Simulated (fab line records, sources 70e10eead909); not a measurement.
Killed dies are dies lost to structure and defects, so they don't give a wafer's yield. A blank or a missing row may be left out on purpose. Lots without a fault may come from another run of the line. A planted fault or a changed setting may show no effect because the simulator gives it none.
Chamber matching | flow nand_harc | NHARC_A_STAIRCASE_DESCUM_252 on rie_diel-06: 4 sister chambers
The step chemistry O2, time 3 s. 4 wafers are shown with their chamber, then 10 later ones without.

WAFERS WITH THEIR CHAMBER
wafer  | chamber | drypump_motor_current_A (A)
L082.3 | 0       | 5.4
L086.1 | 3       | 5.4
L092.1 | 2       | 5.7
L092.2 | 1       | 4.8

WAFERS WITHOUT THEIR CHAMBER
wafer  | drypump_motor_current_A (A)
L092.6 | 5.7
L091.1 | 5.4
L091.2 | 4.9
L091.6 | 5.5
L096.1 | 5.7
L096.2 | 5.4
L096.4 | 5.4
L097.1 | 4.8
L097.4 | 5.4
L097.6 | 5.7

WHICH CHAMBER EACH WENT THROUGH
wafer  | from the rows above     | in truth
L092.6 | 2                       | 2
L091.1 | can't be placed: 0 or 3 | 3
L091.2 | 1                       | 1
L091.6 | can't be placed: 0 or 3 | 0
L096.1 | 2                       | 2
L096.2 | can't be placed: 0 or 3 | 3
L096.4 | can't be placed: 0 or 3 | 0
L097.1 | 1                       | 1
L097.4 | can't be placed: 0 or 3 | 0
L097.6 | 2                       | 2
Placed correctly: 5 of 10. Can't be placed from these rows: 5 (the true chamber is among the candidates in 5). Placed wrongly: 0.
How it was worked out, from the rows above alone: a wafer's distance from a chamber is the root of the sum, over the readings, of the square of ((its reading less the chamber's mean) divided by the reading's scatter). The wafer belongs to the nearest chamber; if the next one is less than 2 further off, it can't be placed. A chamber's mean is the mean of its shown wafers. The scatter: with one shown wafer a chamber, the root of the mean of the squares of how far each hidden wafer lies from its nearest shown one.
